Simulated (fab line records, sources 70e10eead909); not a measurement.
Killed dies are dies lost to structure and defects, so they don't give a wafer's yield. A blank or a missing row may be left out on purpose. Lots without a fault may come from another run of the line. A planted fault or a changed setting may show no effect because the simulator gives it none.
A struck lot beside a sound one | flow nand_harc | 14 steps out of a route of 1159
Sound: wafers L623.1, L623.3, L623.5. Struck: wafer L634.1. (L634.5, L634.6 of the same lot were not struck and are left out.) The cause comes at the end.
At each step with rows: each side's tool, then ch and its chambers, then its first start. Under that, the readings that differ: sound wafers | struck wafers | difference of the means | sigmas: that difference in standard deviations of wafers without a fault.
alike: readings whose means differ by less than 2 such deviations, and words and numbers that are the same on both sides. not compared: withheld readings, readings that some wafer has no value for, bounds like >300 that may hide the same value, and numbers for which the record gives no deviation and whose values overlap.
The two part at a step that has a row with sigmas, a row that says differs or no value, or rows on one side only. Numbers that don't overlap but have no deviation are shown without sigmas and don't part them. A reading that every wafer of one side lacks parts them only if that side has two wafers or more.

first, 1 step without rows for these wafers: NHARC_A_ONON_D1_DEP_00 (target thk 1000 nm).
NHARC_A_ONON_D1_THK_MEAS_02: measures by ellipsometry.
  sound on film_metro-01, day 9 18:16; struck on film_metro-02, day 11 18:23
  alike: thk_nm
then, 1 step without rows for these wafers: NHARC_A_ONON_D1_DEP_03 (target thk 1000 nm).
NHARC_A_ONON_D1_THK_MEAS_05: measures by ellipsometry.
  sound on film_metro-01, day 9 18:51; struck on film_metro-01, day 11 19:04
  reading     | sound       | struck | difference | sigmas
  thk_nm (nm) | 987 989 989 | 1003   | +15        | +2
then, 1 step without rows for these wafers: NHARC_A_ONON_D1_DEP_06 (target thk 1000 nm).
NHARC_A_ONON_D1_THK_MEAS_08: measures by ellipsometry.
  sound on film_metro-02, day 9 19:25; struck on film_metro-02, day 11 19:38
  alike: thk_nm
then, 1 step without rows for these wafers: NHARC_A_ONON_D1_DEP_09 (target thk 1000 nm).
NHARC_A_ONON_D1_THK_MEAS_11: measures by ellipsometry.
  sound on film_metro-02, day 9 19:59; struck on film_metro-01, day 11 20:12
  alike: thk_nm
then, 1 step without rows for these wafers: NHARC_A_ONON_D1_DEP_12 (target thk 1000 nm).
NHARC_A_ONON_D1_THK_MEAS_14: measures by ellipsometry.
  sound on film_metro-01, day 9 20:35; struck on film_metro-01, day 11 20:50
  alike: thk_nm
then, 1 step without rows for these wafers: NHARC_A_ONON_D1_ANNEAL_15 (time 3600 s).
NHARC_A_ONON_D1_DEP_16: target thk 1000 nm.
  sound on pecvd_onon-02 ch 0, day 10 03:47; struck on pecvd_onon-04 ch 0, day 12 03:19
  alike: n2_flow_sccm
NHARC_A_ONON_D1_THK_MEAS_18: measures by ellipsometry.
  sound on film_metro-02, day 10 04:17; struck on film_metro-02, day 12 03:49
  reading     | sound          | struck | difference | sigmas
  thk_nm (nm) | 1004 1005 1006 | 646    | -359       | -41
then, 1 step without rows for these wafers: NHARC_A_ONON_D1_DEP_19 (target thk 1000 nm).

WHERE THEY PART
First at NHARC_A_ONON_D1_THK_MEAS_05; last, within this record, at NHARC_A_ONON_D1_THK_MEAS_18.

WHY: what the simulator had put in
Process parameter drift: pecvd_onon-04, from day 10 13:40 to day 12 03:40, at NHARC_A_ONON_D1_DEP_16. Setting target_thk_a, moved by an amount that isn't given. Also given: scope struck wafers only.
